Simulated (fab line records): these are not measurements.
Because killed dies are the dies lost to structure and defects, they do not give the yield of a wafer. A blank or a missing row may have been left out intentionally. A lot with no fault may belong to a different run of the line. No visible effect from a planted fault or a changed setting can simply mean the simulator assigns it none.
One fault seen from 2 desks / flow nand harc / only its own numbers are on each desk; what lay behind them is given at the end

AT THE TOOL OWNER'S DESK: cmp-03
The tool's own readings at NHARC_P_STI_CMP_21 (polishes, t overpolish 20 s, target thk 380.67 nm): means of the sampled wafers that have a number, for each lot that ran on this tool. Marked OUT: a lot whose mean sits more than 4 standard deviations from the usual mean, which makes it out of limits; the brackets give that distance.
Columns: A = motor current A at NHARC_P_STI_CMP_21, usual 12.4 A; B = overpolish run s at NHARC_P_STI_CMP_21, usual 20.000 s
lot=L371; first seen here=day 4 13:32; A=13.4; B=20.001
lot=L378; first seen here=day 7 11:32; A=12.7; B=70.689 (+99 or more) OUT
lot=L380; first seen here=day 8 03:00; A=12.2; B=70.693 (+99 or more) OUT
lot=L386; first seen here=day 10 21:42; A=12.6; B=19.998
lot=L388; first seen here=day 11 19:59; A=13.8; B=19.997
Finding of this desk: L378, L380 out of limits; the first was L378 at day 7 11:32, on overpolish run s at NHARC_P_STI_CMP_21. In limits: L371, L386, L388.

THE METROLOGY DESK
What the gauges read for every lot (on any tool): the sampled wafers with a number, averaged. Marked OUT: a lot whose mean sits more than 4 standard deviations from the usual mean, which makes it out of limits; the brackets give that distance.
Columns: A = cd nm at NHARC_P_ZERO_WELL_CD_MEAS_52, usual 2000.3 nm; B = cd nm at NHARC_P_STI_CD_MEAS_16, usual 200.2 nm
lot=L369; first seen here=day 2 01:44; A=2001.5; B=199.1
lot=L370; first seen here=day 2 11:56; A=2001.0; B=201.6
lot=L371; first seen here=day 2 21:44; A=2002.0; B=199.8
lot=L378; first seen here=day 5 19:52; A=1997.3; B=199.5
lot=L380; first seen here=day 6 15:46; A=2002.2; B=199.8
lot=L382; first seen here=day 7 11:44; A=1998.4; B=196.2
lot=L384; first seen here=day 8 08:17; A=1998.1; B=200.5
lot=L385; first seen here=day 8 17:53; A=2001.1; B=198.5
lot=L386; first seen here=day 9 03:50; A=2003.6; B=200.0
lot=L388; first seen here=day 10 01:01; A=1997.9; B=198.7
lot=L389; first seen here=day 10 09:46; A=2001.4; B=196.0
lot=L390; first seen here=day 10 19:46; A=1999.6; B=200.7
lot=L392; first seen here=day 11 16:01; A=2001.8; B=202.9
This desk's verdict: no lot among the 13 shows anything out of limits.

BROUGHT TOGETHER
The tool owner's desk could have raised an alarm at day 7 11:32, on L378, L380.
The metrology desk saw nothing out of limits.
The metrology desk holds a record of L378, L380, inside its limits.
The lots listed all ran NHARC_P_STI_CMP_21 on cmp-03.

WHAT THE SIMULATOR HAD INSERTED
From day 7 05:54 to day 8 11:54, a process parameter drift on cmp-03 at NHARC_P_STI_CMP_21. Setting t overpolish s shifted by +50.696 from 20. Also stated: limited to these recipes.
Shown lots that were struck: L378, L380.
Hours from the fault's start to each desk's first reading out of limits: the tool owner's desk, 6.
